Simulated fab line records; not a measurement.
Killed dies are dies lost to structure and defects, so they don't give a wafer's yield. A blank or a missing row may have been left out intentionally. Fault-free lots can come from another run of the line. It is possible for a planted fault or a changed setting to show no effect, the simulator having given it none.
Struck lot and sound lot, side by side -- flow n5-finfet -- 18 steps out of a route of 1938
Sound: the wafers L993.1, L993.3, L993.4. Struck: wafers L984.3, L984.4. (L984.5 of the same lot was not struck and is left out.) The cause comes at the end.
Each step with rows lists, per side, the tool, then ch with its chambers, then its first start. Under that, the readings that differ: sound wafers -- struck wafers -- difference of the means -- sigmas: that difference in standard deviations of wafers without a fault.
alike: a reading whose means differ by less than 2 such deviations, as well as words and numbers matching on both sides. not compared: withheld readings; readings where some wafer has no value; bounds like >300 that might hide an equal value; numbers whose values overlap and for which the record gives no deviation.
Wherever a step has rows on one side only, a row that says differs or no value, or a row with sigmas, the two part there. Numbers that don't overlap but have no deviation are shown without sigmas and don't part them. A reading missing from all wafers of one side parts the sides only when that side holds two or more wafers.

N5_BEOL_M15_ETCH_61: etches BARC in N2/H2, target depth 89 nm, overetch 26.7 nm, time 67.9 s.
  sound on rie-diel-04 ch 0,2,3, day 16 11:29; struck on rie-diel-05 ch 0,3, day 14 11:25
reading,sound,struck,difference,sigmas
throttle-valve-pct (%),17.9 17.3 17.5,18.1 18.3,+0.6,+2
  alike: drypump-motor-current-A, oes-product-au, rf-vpp-V, showerhead-plenum-p-Torr
  not compared: rf-hours-counter-h
then, 1 step without rows for these wafers: N5_BEOL_M15_TRENCH_ETCH_34 (etches SiO2 in C4F8/O2/Ar, target depth 872.93 nm, time 199 s).
N5_BEOL_M15_STRIP_36: strips in O2.
  sound on rie-diel-05 ch 1,3, day 16 12:14; struck on rie-diel-05 ch 3, day 14 14:36
  alike: drypump-motor-current-A, oes-product-au, rf-vpp-V, showerhead-plenum-p-Torr, throttle-valve-pct
  not compared: rf-hours-counter-h
N5_BEOL_M15_STRIP_62: strips in O2.
  sound: rie-diel-05 ch 1,3; struck: rie-diel-05 ch 3
  alike: drypump-motor-current-A, oes-product-au, rf-vpp-V, showerhead-plenum-p-Torr, throttle-valve-pct
  not compared: rf-hours-counter-h
then, 4 steps without rows for these wafers: N5_BEOL_M15_STRIP_37 (strips in O2); N5_BEOL_M15_ETCH_38 (etches SiCN in CF4/N2, target depth 106.4 nm, time 120.5 s); N5_BEOL_M15_PRECLEAN_39 (cleans in residue remover, time 60 s); N5_BEOL_M15_SRD_40 (time 30 s, dry time 30 s).
N5_BEOL_M15_DEGAS_41: time 60 s.
  sound on pvd-sputter-03 at day 16 12:47; struck on pvd-sputter-01 at day 14 15:11
  alike: heater-power-w
then, 2 steps without rows for these wafers: N5_BEOL_M15_PRE_CLEAN_42 (time 30 s); N5_BEOL_M15_SPUTTER_43 (material TaN, target thk 15 nm, time 24.19 s).
N5_BEOL_M15_SPUTTER_44: material Ta, target thk 15 nm, time 24.19 s.
  sound on pvd-sputter-03 at day 16 12:56; struck on pvd-sputter-01 at day 14 15:20
reading,sound,struck,difference,sigmas
model.Ta_of_BEOL_M15_SPUTTER_44.thk-nm (nm),14.8 14.6 15,11.8 12.4,-2.7,
  alike: throttle-valve-pct
then, 2 steps without rows for these wafers: N5_BEOL_M15_SPUTTER_45 (material Cu, target thk 100 nm, time 16.67 s); N5_BEOL_M15_ECD_47 (material Cu, target thk 1860 nm).
N5_BEOL_M15_ANNEAL_48: time 90 s.
  sound on rtp-anneal-02 ch 0, day 16 13:29; struck on rtp-anneal-01 ch 0, day 14 16:03
  alike: wafer_temp_C_max
N5_BEOL_M15_CMP_49: polishes, stops on SiO2, t overpolish 4.9 s, target thk 850 nm.
  sound on cmp-04 ch 1,2,3, day 16 13:47; struck on cmp-01 ch 0,1, day 14 16:20
reading,sound,struck,difference,sigmas
barrier-field-endpoint-s (s),11.58 11.11 11.49,9.99 10.09,-1.35,-5
pad-life-wafers,1184 1185 1182,177 176,-1007,-2
  alike: head-pressure-psi, motor-current-A, platen-rpm, slurry-filter-dp-kPa
N5_BEOL_M15_THK_MEAS_50: measures by xrf.
  sound on film-metro-02 at day 16 14:05; struck on film-metro-01 at day 14 16:33
  alike: M15_THK
N5_PASSIVATION_PROBE_49:
  sound wafers here have rows in the record (prober-01, day 17 02:49); struck ones have none

WHERE THEY PART
First at N5_BEOL_M15_ETCH_61; last, within this record, at N5_PASSIVATION_PROBE_49.

WHY: what had been put in by the simulator
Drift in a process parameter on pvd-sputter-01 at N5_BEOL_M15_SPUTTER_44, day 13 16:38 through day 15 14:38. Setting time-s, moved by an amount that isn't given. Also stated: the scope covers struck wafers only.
